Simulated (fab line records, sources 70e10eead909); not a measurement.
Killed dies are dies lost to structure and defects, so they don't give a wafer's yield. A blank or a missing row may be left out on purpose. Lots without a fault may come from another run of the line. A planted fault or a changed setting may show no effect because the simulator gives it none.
Chamber matching | flow nand_harc | NHARC_P_GATE_DESCUM_93 on rie_diel-07: 4 sister chambers
The step chemistry O2, time 3 s. 4 wafers are shown with their chamber, then 12 later ones without.

WAFERS WITH THEIR CHAMBER
wafer  | chamber | showerhead_plenum_p_Torr (Torr)
L087.2 | 0       | 1.84
L088.6 | 2       | 1.95
L089.4 | 1       | 1.82
L089.5 | 3       | 1.94

WAFERS WITHOUT THEIR CHAMBER
wafer  | showerhead_plenum_p_Torr (Torr)
L090.1 | 1.82
L090.2 | 1.94
L090.4 | 1.95
L091.1 | 1.95
L091.3 | 1.82
L091.5 | 1.94
L093.1 | 1.95
L093.2 | 1.82
L093.3 | 1.94
L096.1 | 1.94
L096.4 | 1.83
L096.5 | 1.84

WHICH CHAMBER EACH WENT THROUGH
wafer  | from the rows above     | in truth
L090.1 | 1                       | 1
L090.2 | 3                       | 3
L090.4 | 2                       | 2
L091.1 | 2                       | 2
L091.3 | 1                       | 1
L091.5 | 3                       | 3
L093.1 | 2                       | 2
L093.2 | 1                       | 1
L093.3 | 3                       | 3
L096.1 | 3                       | 3
L096.4 | can't be placed: 0 or 1 | 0
L096.5 | 0                       | 0
Placed correctly: 11 of 12. Can't be placed from these rows: 1 (the true chamber is among the candidates in 1). Placed wrongly: 0.
How it was worked out, from the rows above alone: a wafer's distance from a chamber is the root of the sum, over the readings, of the square of ((its reading less the chamber's mean) divided by the reading's scatter). The wafer belongs to the nearest chamber; if the next one is less than 2 further off, it can't be placed. A chamber's mean is the mean of its shown wafers. The scatter: with one shown wafer a chamber, the root of the mean of the squares of how far each hidden wafer lies from its nearest shown one.
